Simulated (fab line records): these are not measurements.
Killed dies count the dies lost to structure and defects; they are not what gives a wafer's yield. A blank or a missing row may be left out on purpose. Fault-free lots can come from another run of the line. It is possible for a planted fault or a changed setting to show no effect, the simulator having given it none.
fab line records -- flow n5Finfet -- part 1 of 2: steps 1 to 4 of 6
record lots=21, wafers=63, lastDay=18
route steps=1938 shown BEOL_M10@1473
lots that met no fault: taken from a fault-free run of the same line
startH: start of the lot's first displayed wafer, in hours after the record's first day -- waitH: hours elapsed since this lot's preceding step -- " identical to the entry in the row above -- L1.1+2: several wafers, shown together as one row -- - no value present, or no start provided -- * or withheld: withheld -- < > ~ a bound
route shown NAME@n: NAME is a module with steps in the file, n the number in the route of the first one -- usual: mean/standard deviation taken from wafers without a fault -- same: alike in all rows -- chamber/n: place in a boat -- sites: readings site by site -- _std_site: the values' standard deviation -- _edge_site: the outer-site mean with the inner-site mean subtracted -- radiusMm: how far each site lies from the wafer's centre -- mask NAME#n: copy n -- behind: the most recent tool/chamber to have shaped the wafer -- hold: the reason the lot was held/the length of the hold in hours/how it ended -- device: names the non-switching transistor (n, p or np) -- end of line: the route-end tests of the same wafers -- for a step that has no rows: nothing shown but its recipe -- killed: dies that structure and defects cost at the first sort, which is not the same as the wafer's yield -- map: dies across one wafer; x = killed, . = not, _ = none there
set.NAME: the setting that was run; set.NAME@STEP: the one run at that earlier step -- model.NAME: the simulator's own value behind a step, which no gauge read
a sample of lots followed through the steps of the route, with each step as a table and each wafer as a row
services: when a tool's chamber went out of use (startH, in hours from the record's first day, below 0 if earlier), for how many hours, and the reason
## steps
# step N5_BEOL_M10_PECVD_70
# recipe material=SiO2, targetThkA=200, tempC=400, precursor=TEOS/O2, pressureTorr=5.5, rfW=450, teosFlowSccm=53.8, gas=O2, flowSccm=3000, timeS=22.7
# usual heaterPowerW=730/110, showerheadPlenumPTorr=8.80/0.076, showerheadVppV=1328/100, throttleValvePct=22.6/1.2
lot.wafer,tool,chamber,startH,waitH,heaterPowerW,showerheadPlenumPTorr,showerheadVppV,throttleValvePct
L074.3,pecvd-01,2,222.93,0.0,771,8.86,1340,20.8
L074.5,pecvd-01,1,222.93,0.0,616,8.72,1347,23.8
L074.6,pecvd-01,2,222.93,0.0,776,8.82,1297,20.8
L075.1,pecvd-01,0,224.25,0.0,802,8.92,1102,24.1
L075.3,pecvd-01,2,224.25,0.0,642,8.88,1358,20.7
L075.5,pecvd-01,2,224.25,0.0,650,8.86,1377,20.8
L076.2,pecvd-01,0,240.04,0.0,856,8.92,1117,23.6
L076.4,pecvd-01,1,240.04,0.0,601,8.74,1371,24.0
L076.5,pecvd-01,0,240.04,0.0,870,8.94,1109,23.6
L078.4,pecvd-03,2,245.30,0.1,774,8.75,1348,22.3
L078.5,pecvd-03,0,245.30,0.1,472,8.76,1404,22.8
L078.6,pecvd-03,1,245.30,0.1,683,8.88,1318,23.1
L079.4,pecvd-01,0,249.43,0.1,846,8.94,1092,23.4
L079.5,pecvd-01,1,249.43,0.1,731,8.72,1378,24.2
L079.6,pecvd-01,2,249.43,0.1,634,8.86,1374,20.7
L081.2,pecvd-04,0,257.55,0.0,577,8.85,1232,23.0
L081.3,pecvd-04,2,257.55,0.0,775,8.76,1414,22.4
L081.5,pecvd-04,0,257.55,0.0,564,8.84,1219,23.2
L080.2,pecvd-04,0,260.95,0.0,640,8.84,1245,23.4
L080.3,pecvd-04,1,260.95,0.0,915,8.71,1434,20.1
L080.6,pecvd-04,1,260.95,0.0,907,8.71,1439,20.2
L082.2,pecvd-04,1,267.05,0.0,823,8.71,1450,20.1
L082.3,pecvd-04,2,267.05,0.0,861,8.79,1424,22.7
L082.4,pecvd-04,1,267.05,0.0,826,8.71,1427,20.3
L084.1,pecvd-04,1,292.14,0.0,800,8.72,1455,20.0
L084.2,pecvd-04,0,292.14,0.0,655,8.86,1232,23.2
L084.3,pecvd-04,2,292.14,0.0,881,8.77,1464,22.8
L086.1,pecvd-04,0,299.17,0.0,690,8.84,1242,23.0
L086.5,pecvd-04,0,299.17,0.0,690,8.86,1219,23.1
L086.6,pecvd-04,1,299.17,0.0,850,8.73,1438,20.1
L087.1,pecvd-04,0,310.09,0.0,594,8.86,1214,23.1
L087.2,pecvd-04,1,310.09,0.0,927,8.74,1439,20.0
L087.3,pecvd-04,2,310.09,0.0,760,8.74,1449,22.6
L088.2,pecvd-03,0,319.44,0.0,544,8.76,1361,22.6
L088.3,pecvd-03,2,319.44,0.0,688,8.75,1381,22.6
L088.6,pecvd-03,1,319.44,0.0,803,8.87,1289,22.8
L089.1,pecvd-01,2,320.14,0.0,735,8.86,1332,21.1
L089.2,pecvd-01,0,320.14,0.0,824,8.91,1119,23.6
L089.5,pecvd-01,2,320.14,0.0,720,8.86,1334,21.0
L090.3,pecvd-04,1,333.52,0.0,915,8.69,1422,20.0
L090.5,pecvd-04,1,333.52,0.0,925,8.71,1436,20.3
L090.6,pecvd-04,0,333.52,0.0,694,8.86,1233,23.3
L093.1,pecvd-01,0,341.93,0.0,874,8.93,1105,23.9
L093.3,pecvd-01,1,341.93,0.0,693,8.69,1386,24.3
L093.4,pecvd-01,2,341.93,0.0,660,8.87,1340,21.1
L091.1,pecvd-03,1,343.07,0.0,825,8.87,1304,22.9
L091.3,pecvd-03,2,343.07,0.0,711,8.73,1359,22.5
L091.5,pecvd-03,0,343.07,0.0,552,8.75,1366,22.8
L092.3,pecvd-01,2,347.65,0.0,771,8.85,1354,21.3
L092.4,pecvd-01,0,347.65,0.0,811,8.93,1115,23.8
L092.5,pecvd-01,2,347.65,0.0,754,8.83,1357,21.3
L094.1,pecvd-03,1,351.24,0.0,807,8.89,1287,22.7
L094.4,pecvd-03,1,351.24,0.0,796,8.89,1295,23.0
L094.5,pecvd-03,0,351.24,0.0,536,8.76,1362,22.9
L095.2,pecvd-03,2,361.69,0.0,728,8.78,1366,22.5
L095.5,pecvd-03,1,361.69,0.0,736,8.88,1288,23.2
L095.6,pecvd-03,2,361.69,0.0,747,8.76,1363,22.5
L096.2,pecvd-03,2,365.10,0.0,671,8.75,1369,22.6
L096.3,pecvd-03,0,365.10,0.0,580,8.75,1382,22.9
L096.5,pecvd-03,2,365.10,0.0,659,8.73,1376,22.6
L097.3,pecvd-03,0,365.42,0.0,565,8.74,1401,22.7
L097.5,pecvd-03,2,365.42,0.0,763,8.77,1382,22.7
L097.6,pecvd-03,0,365.42,0.0,579,8.75,1363,23.1
# step N5_BEOL_M10_ETCH_61
# recipe chemistry=CF4, target=SiARC, targetDepthA=390, maskMaterial=CAR-ArF, timeS=65, ionEnergyEv=80, pressureMtorr=40, sourceW=545, biasW=36, Ar_flow_sccm=100, cf4FlowSccm=100, ends=cleared
# usual drypumpMotorCurrentA=5.62/0.29, etchRfOnTimeS=64.5/2.3, oesProductAu=0.70/0.061, rfVppV=184.1/1.2, showerheadPlenumPTorr=2.14/0.085, throttleValvePct=15.51/0.26
lot.wafer,tool,chamber,startH,waitH,drypumpMotorCurrentA,etchRfOnTimeS,oesProductAu,rfHoursCounterH,rfVppV,showerheadPlenumPTorr,throttleValvePct
L074.3,rieDiel-02,3,224.07,0.0,6.11,66.1,0.60,201,183.3,2.11,15.55
L074.5,rieDiel-02,2,224.07,0.0,5.37,66.5,0.74,-,184.3,2.08,15.17
L074.6,rieDiel-02,3,224.07,0.0,6.09,66.0,0.60,-,184.3,2.11,15.55
L075.1,rieDiel-01,0,225.68,0.0,5.73,60.5,0.73,68,185.0,2.09,15.64
L075.3,rieDiel-01,1,225.68,0.0,5.51,62.7,0.80,20,184.9,2.15,15.16
L075.5,rieDiel-01,3,225.68,0.0,5.51,63.0,0.83,-,186.4,2.26,15.05
L076.2,rieDiel-01,0,240.80,0.0,5.68,60.8,0.73,74,182.8,2.09,15.66
L076.4,rieDiel-01,1,240.80,0.0,5.53,62.6,0.78,25,185.3,2.15,15.16
L076.5,rieDiel-01,2,240.80,0.0,5.81,67.6,0.64,-,182.2,2.06,15.42
L078.4,rieDiel-06,1,246.54,0.0,5.95,62.0,0.74,73,185.7,2.28,15.41
L078.5,rieDiel-06,2,246.54,0.0,5.14,64.9,0.74,-,183.6,2.17,15.56
L078.6,rieDiel-06,3,246.54,0.0,5.26,67.2,0.69,-,182.6,2.10,15.98
L079.4,rieDiel-01,3,250.05,0.0,5.53,62.6,0.82,21,185.5,2.26,15.08
L079.5,rieDiel-01,2,250.05,0.0,5.84,67.1,0.63,-,182.9,2.05,15.42
L079.6,rieDiel-01,3,250.05,0.0,5.54,62.2,0.81,-,185.3,2.26,15.07
L081.2,rieDiel-06,3,258.99,0.0,5.28,68.6,0.68,93,183.7,2.10,15.99
L081.3,rieDiel-06,0,258.99,0.0,5.71,65.3,0.61,189,183.8,2.03,15.91
L081.5,rieDiel-06,1,258.99,0.0,5.95,61.5,0.74,-,184.7,2.28,15.41
L080.2,rieDiel-06,2,261.68,0.0,5.13,64.5,0.72,61,183.3,2.17,15.57
L080.3,rieDiel-06,1,261.68,0.0,5.98,61.5,0.74,78,183.9,2.28,15.42
L080.6,rieDiel-06,2,261.68,0.0,5.11,64.0,0.73,-,183.8,2.17,15.59
L082.2,rieDiel-02,1,269.81,0.0,5.56,65.8,0.74,47,185.2,2.28,15.43
L082.3,rieDiel-02,2,269.81,0.0,5.35,65.0,0.73,51,184.8,2.08,15.19
L082.4,rieDiel-02,3,269.81,0.0,6.11,64.8,0.59,218,183.7,2.11,15.58
L084.1,rieDiel-02,2,293.65,0.0,5.34,65.7,0.71,58,183.0,2.07,15.21
L084.2,rieDiel-02,0,293.65,0.0,5.98,63.4,0.69,114,183.3,2.14,15.68
L084.3,rieDiel-02,3,293.65,0.0,6.10,65.5,0.58,226,184.7,2.10,15.60
L086.1,rieDiel-06,3,300.38,0.0,5.29,67.9,0.67,107,182.2,2.10,16.03
L086.5,rieDiel-06,0,300.38,0.0,5.71,65.5,0.60,-,183.3,2.03,15.97
L086.6,rieDiel-06,1,300.38,0.0,5.96,63.0,0.72,-,184.2,2.27,15.46
L087.1,rieDiel-06,0,311.13,0.0,5.69,66.2,0.60,205,183.7,2.03,15.95
L087.2,rieDiel-06,1,311.13,0.0,5.96,62.4,0.73,93,185.2,2.27,15.45
L087.3,rieDiel-06,3,311.13,0.0,5.26,67.9,0.67,111,184.7,2.10,16.03
L088.2,rieDiel-01,1,320.24,0.0,5.56,61.8,0.75,54,184.9,2.14,15.21
L088.3,rieDiel-01,3,320.24,0.0,5.52,63.1,0.76,44,185.1,2.25,15.11
L088.6,rieDiel-01,2,320.24,0.0,5.85,68.0,0.61,-,182.4,2.05,15.48
L089.1,rieDiel-02,2,324.38,0.0,5.34,64.8,0.71,69,183.3,2.07,15.22
L089.2,rieDiel-02,1,324.38,0.0,5.59,66.4,0.72,66,186.2,2.28,15.47
L089.5,rieDiel-02,3,324.38,0.0,6.08,65.5,0.58,-,183.6,2.10,15.61
L090.3,rieDiel-01,3,336.19,0.0,5.53,62.8,0.77,48,185.7,2.25,15.14
L090.5,rieDiel-01,0,336.19,0.0,5.70,59.9,0.69,-,184.1,2.08,15.71
L090.6,rieDiel-01,3,336.19,0.0,5.55,62.9,0.77,-,185.1,2.25,15.14
L093.1,rieDiel-02,1,344.50,0.0,5.57,66.4,0.71,72,185.3,2.27,15.47
L093.3,rieDiel-02,2,344.50,0.0,5.34,64.7,0.70,76,183.1,2.07,15.26
L093.4,rieDiel-02,0,344.50,0.0,5.94,63.7,0.67,129,185.1,2.14,15.71
L091.1,rieDiel-02,3,345.42,0.0,6.10,65.9,0.57,242,183.0,2.10,15.63
L091.3,rieDiel-02,0,345.42,0.0,5.95,64.1,0.67,129,184.0,2.14,15.69
L091.5,rieDiel-02,2,345.42,0.0,5.34,64.4,0.71,-,184.4,2.07,15.25
L092.3,rieDiel-02,0,350.12,0.0,5.95,64.9,0.66,131,183.1,2.14,15.70
L092.4,rieDiel-02,1,350.12,0.0,5.52,67.7,0.71,74,184.9,2.27,15.47
L092.5,rieDiel-02,2,350.12,0.0,5.34,65.8,0.68,-,182.5,2.07,15.25
L094.1,rieDiel-01,0,353.00,0.0,5.69,61.2,0.68,114,184.2,2.07,15.73
L094.4,rieDiel-01,1,353.00,0.0,5.52,63.3,0.73,65,183.6,2.14,15.24
L094.5,rieDiel-01,1,353.00,0.0,5.50,63.5,0.73,-,184.0,2.14,15.25
L095.2,rieDiel-02,1,363.38,0.0,5.57,66.1,0.70,78,187.2,2.27,15.48
L095.5,rieDiel-02,2,363.38,0.0,5.33,64.7,0.69,-,184.9,2.07,15.26
L095.6,rieDiel-02,1,363.38,0.0,5.54,66.4,0.70,-,187.1,2.27,15.49
L096.2,rieDiel-06,2,366.88,0.0,5.14,64.3,0.69,101,185.0,2.16,15.65
L096.3,rieDiel-06,0,366.88,0.0,5.70,65.9,0.59,221,183.1,2.02,15.97
L096.5,rieDiel-06,2,366.88,0.0,5.13,64.2,0.70,-,183.9,2.16,15.68
L097.3,rieDiel-01,2,367.04,0.0,5.84,67.8,0.60,194,183.9,2.04,15.51
L097.5,rieDiel-01,0,367.04,0.0,5.74,59.7,0.68,-,184.5,2.07,15.74
L097.6,rieDiel-01,1,367.04,0.0,5.52,62.3,0.73,-,185.4,2.14,15.25
# step N5_BEOL_M10_STRIP_67
# recipe chemistry=CF4, resist=SiARC, powerW=300, biasPowerW=75, pressureMtorr=50, cf4FlowSccm=150, rfFrequencyHz=6e+07
# usual biasPowerW=75.02/0.23, drypumpMotorCurrentA=5.61/0.29, oesProductAu=0.81/0.063, rfVppV=271.3/1.7, showerheadPlenumPTorr=1.80/0.072, throttleValvePct=13.49/0.26
lot.wafer,tool,chamber,startH,waitH,biasPowerW,drypumpMotorCurrentA,oesProductAu,rfHoursCounterH,rfVppV,showerheadPlenumPTorr,throttleValvePct
L074.3,rieDiel-02,3,224.27,0.0,74.74,6.08,0.71,201,272.3,1.78,13.61
L074.5,rieDiel-02,2,224.27,0.0,75.08,5.35,0.86,-,270.2,1.75,13.19
L074.6,rieDiel-02,3,224.27,0.0,74.59,6.09,0.71,-,270.4,1.78,13.60
L075.1,rieDiel-01,0,225.88,0.0,75.54,5.67,0.82,68,269.4,1.75,13.58
L075.3,rieDiel-01,1,225.88,0.0,75.43,5.55,0.91,20,271.5,1.80,13.11
L075.5,rieDiel-01,3,225.88,0.0,75.09,5.51,0.97,-,274.3,1.89,12.99
L076.2,rieDiel-01,0,240.99,0.0,75.14,5.72,0.81,74,268.7,1.75,13.61
L076.4,rieDiel-01,1,240.99,0.0,74.92,5.54,0.90,25,272.4,1.80,13.13
L076.5,rieDiel-01,2,240.99,0.0,75.16,5.85,0.76,-,271.3,1.71,13.36
L078.4,rieDiel-06,1,246.74,0.0,74.58,5.94,0.84,73,274.3,1.91,13.37
L078.5,rieDiel-06,2,246.74,0.0,74.86,5.14,0.85,-,273.6,1.83,13.56
L078.6,rieDiel-06,3,246.74,0.0,74.50,5.26,0.83,-,269.8,1.76,13.90
L079.4,rieDiel-01,3,250.25,0.0,74.71,5.51,0.93,21,274.6,1.88,13.03
L079.5,rieDiel-01,2,250.25,0.0,75.13,5.82,0.75,-,268.4,1.71,13.38
L079.6,rieDiel-01,3,250.25,0.0,74.71,5.51,0.93,-,273.5,1.88,13.01
L081.2,rieDiel-06,3,259.19,0.0,74.86,5.28,0.83,94,269.8,1.76,13.90
L081.3,rieDiel-06,0,259.19,0.0,75.11,5.71,0.72,189,271.1,1.71,13.92
L081.5,rieDiel-06,1,259.19,0.0,75.31,5.96,0.84,-,273.2,1.91,13.38
L080.2,rieDiel-06,2,261.88,0.0,74.72,5.13,0.86,61,270.9,1.83,13.55
L080.3,rieDiel-06,1,261.88,0.0,75.31,5.94,0.85,78,274.9,1.91,13.39
L080.6,rieDiel-06,2,261.88,0.0,74.80,5.16,0.86,-,272.3,1.83,13.55
L082.2,rieDiel-02,1,270.01,0.0,74.95,5.56,0.87,47,273.1,1.92,13.41
L082.3,rieDiel-02,2,270.01,0.0,74.91,5.35,0.85,51,270.7,1.75,13.23
L082.4,rieDiel-02,3,270.01,0.0,75.03,6.11,0.69,218,270.2,1.78,13.67
L084.1,rieDiel-02,2,293.85,0.0,75.15,5.36,0.83,59,269.7,1.75,13.23
L084.2,rieDiel-02,0,293.85,0.0,75.15,5.95,0.79,114,271.0,1.80,13.64
L084.3,rieDiel-02,3,293.85,0.0,75.14,6.12,0.69,226,270.5,1.77,13.68
L086.1,rieDiel-06,3,300.58,0.0,74.91,5.27,0.80,107,268.9,1.75,13.93
L086.5,rieDiel-06,0,300.58,0.0,75.31,5.69,0.72,-,269.6,1.70,13.95
L086.6,rieDiel-06,1,300.58,0.0,75.29,5.96,0.83,-,273.2,1.91,13.41
L087.1,rieDiel-06,0,311.33,0.0,75.06,5.68,0.71,205,269.8,1.70,13.96
L087.2,rieDiel-06,1,311.33,0.0,74.96,5.96,0.82,93,273.4,1.91,13.43
L087.3,rieDiel-06,3,311.33,0.0,74.99,5.27,0.81,111,270.2,1.75,13.93
L088.2,rieDiel-01,1,320.44,0.0,74.94,5.52,0.85,54,271.1,1.79,13.20
L088.3,rieDiel-01,3,320.44,0.0,74.37,5.48,0.88,44,274.0,1.88,13.06
L088.6,rieDiel-01,2,320.44,0.0,74.84,5.84,0.74,-,268.7,1.70,13.42
L089.1,rieDiel-02,2,324.57,0.0,74.97,5.37,0.82,70,270.0,1.75,13.26
L089.2,rieDiel-02,1,324.57,0.0,74.88,5.56,0.85,66,273.2,1.92,13.43
L089.5,rieDiel-02,3,324.57,0.0,75.18,6.09,0.68,-,270.7,1.77,13.70
L090.3,rieDiel-01,3,336.39,0.0,75.25,5.48,0.88,48,272.8,1.88,13.07
L090.5,rieDiel-01,0,336.39,0.0,74.77,5.72,0.78,-,271.1,1.74,13.68
L090.6,rieDiel-01,3,336.39,0.0,75.40,5.51,0.89,-,273.2,1.88,13.09
L093.1,rieDiel-02,1,345.13,0.0,75.06,5.60,0.84,72,273.0,1.92,13.47
L093.3,rieDiel-02,2,345.13,0.0,75.52,5.37,0.82,76,270.6,1.74,13.26
L093.4,rieDiel-02,0,345.13,0.0,75.07,5.97,0.78,129,270.5,1.79,13.70
L091.1,rieDiel-02,3,345.61,0.0,74.87,6.13,0.68,242,271.3,1.77,13.70
L091.3,rieDiel-02,0,345.61,0.0,75.24,5.96,0.78,129,270.5,1.80,13.71
L091.5,rieDiel-02,2,345.61,0.0,74.65,5.35,0.82,-,271.1,1.74,13.27
L092.3,rieDiel-02,0,350.31,0.0,74.74,5.94,0.78,131,272.1,1.79,13.69
L092.4,rieDiel-02,1,350.31,0.0,74.91,5.57,0.84,74,273.3,1.92,13.47
L092.5,rieDiel-02,2,350.31,0.0,75.54,5.34,0.81,-,269.1,1.74,13.27
L094.1,rieDiel-01,0,353.19,0.0,74.95,5.68,0.77,114,268.8,1.74,13.69
L094.4,rieDiel-01,1,353.19,0.0,75.16,5.52,0.84,65,271.8,1.79,13.21
L094.5,rieDiel-01,1,353.19,0.0,75.32,5.49,0.84,-,270.5,1.79,13.22
L095.2,rieDiel-02,1,363.58,0.0,75.13,5.56,0.84,78,273.8,1.91,13.46
L095.5,rieDiel-02,2,363.58,0.0,75.46,5.34,0.82,-,269.2,1.74,13.29
L095.6,rieDiel-02,1,363.58,0.0,74.97,5.56,0.84,-,274.1,1.91,13.47
L096.2,rieDiel-06,2,367.07,0.0,74.98,5.12,0.80,101,272.6,1.82,13.66
L096.3,rieDiel-06,0,367.07,0.0,74.89,5.68,0.71,221,268.3,1.70,13.99
L096.5,rieDiel-06,2,367.07,0.0,74.91,5.11,0.80,-,270.8,1.82,13.65
L097.3,rieDiel-01,2,367.24,0.0,74.96,5.84,0.73,194,271.8,1.70,13.44
L097.5,rieDiel-01,0,367.24,0.0,75.13,5.68,0.76,-,270.1,1.74,13.69
L097.6,rieDiel-01,1,367.24,0.0,75.20,5.50,0.84,-,270.7,1.79,13.23
# step N5_BEOL_M10_OVL_MEAS_29
# recipe pointsPerWafer=44
# usual V9_OVL=0.0/0.78
lot.wafer,tool,chamber,startH,waitH,V9_OVL[nm]
L074.3,overlay-01,0,225.21,0.0,-0.8
L074.5,overlay-01,0,225.21,0.0,-0.5
L074.6,overlay-01,0,225.21,0.0,-0.4
L075.1,overlay-02,0,226.78,0.0,-0.2
L075.3,overlay-02,0,226.78,0.0,0.0
L075.5,overlay-02,0,226.78,0.0,0.6
L076.2,overlay-02,0,241.63,0.0,0.2
L076.4,overlay-02,0,241.63,0.0,0.6
L076.5,overlay-02,0,241.63,0.0,-0.3
L078.4,overlay-01,0,247.72,0.0,-0.8
L078.5,overlay-01,0,247.72,0.0,-0.4
L078.6,overlay-01,0,247.72,0.0,-1.7
L079.4,overlay-01,0,253.62,0.0,2.1
L079.5,overlay-01,0,253.62,0.0,1.1
L079.6,overlay-01,0,253.62,0.0,1.1
L081.2,overlay-02,0,263.17,0.0,-0.3
L081.3,overlay-02,0,263.17,0.0,-0.4
L081.5,overlay-02,0,263.17,0.0,-0.6
L080.2,overlay-02,0,263.69,0.0,-1.4
L080.3,overlay-02,0,263.69,0.0,0.0
L080.6,overlay-02,0,263.69,0.0,0.1
L082.2,overlay-02,0,270.77,0.0,0.3
L082.3,overlay-02,0,270.77,0.0,0.2
L082.4,overlay-02,0,270.77,0.0,-0.9
L084.1,overlay-02,0,295.01,0.0,-0.2
L084.2,overlay-02,0,295.01,0.0,-1.4
L084.3,overlay-02,0,295.01,0.0,-0.1
L086.1,overlay-02,0,302.36,0.0,-0.1
L086.5,overlay-02,0,302.36,0.0,-0.8
L086.6,overlay-02,0,302.36,0.0,0.9
L087.1,overlay-01,0,316.99,0.0,-0.8
L087.2,overlay-01,0,316.99,0.0,0.7
L087.3,overlay-01,0,316.99,0.0,0.5
L088.2,overlay-02,0,323.75,0.0,0.2
L088.3,overlay-02,0,323.75,0.0,0.1
L088.6,overlay-02,0,323.75,0.0,0.1
L089.1,overlay-01,0,327.37,0.0,-0.9
L089.2,overlay-01,0,327.37,0.0,-0.2
L089.5,overlay-01,0,327.37,0.0,-0.6
L090.3,overlay-02,0,337.06,0.0,0.2
L090.5,overlay-02,0,337.06,0.0,-0.3
L090.6,overlay-02,0,337.06,0.0,-0.1
L093.1,overlay-02,0,345.86,0.0,0.2
L093.3,overlay-02,0,345.86,0.0,-0.7
L093.4,overlay-02,0,345.86,0.0,0.3
L091.1,overlay-02,0,348.53,0.0,0.1
L091.3,overlay-02,0,348.53,0.0,-0.7
L091.5,overlay-02,0,348.53,0.0,-0.3
L092.3,overlay-02,0,351.26,0.0,0.2
L092.4,overlay-02,0,351.26,0.0,0.2
L092.5,overlay-02,0,351.26,0.0,1.2
L094.1,overlay-01,0,357.23,0.0,0.4
L094.4,overlay-01,0,357.23,0.0,0.8
L094.5,overlay-01,0,357.23,0.0,-1.2
L095.2,overlay-01,0,365.17,0.0,1.6
L095.5,overlay-01,0,365.17,0.0,1.7
L095.6,overlay-01,0,365.17,0.0,0.8
L096.2,overlay-01,0,368.99,0.0,-0.7
L096.3,overlay-01,0,368.99,0.0,1.0
L096.5,overlay-01,0,368.99,0.0,-0.1
L097.3,overlay-02,0,369.16,0.0,0.3
L097.5,overlay-02,0,369.16,0.0,-0.6
L097.6,overlay-02,0,369.16,0.0,-0.5
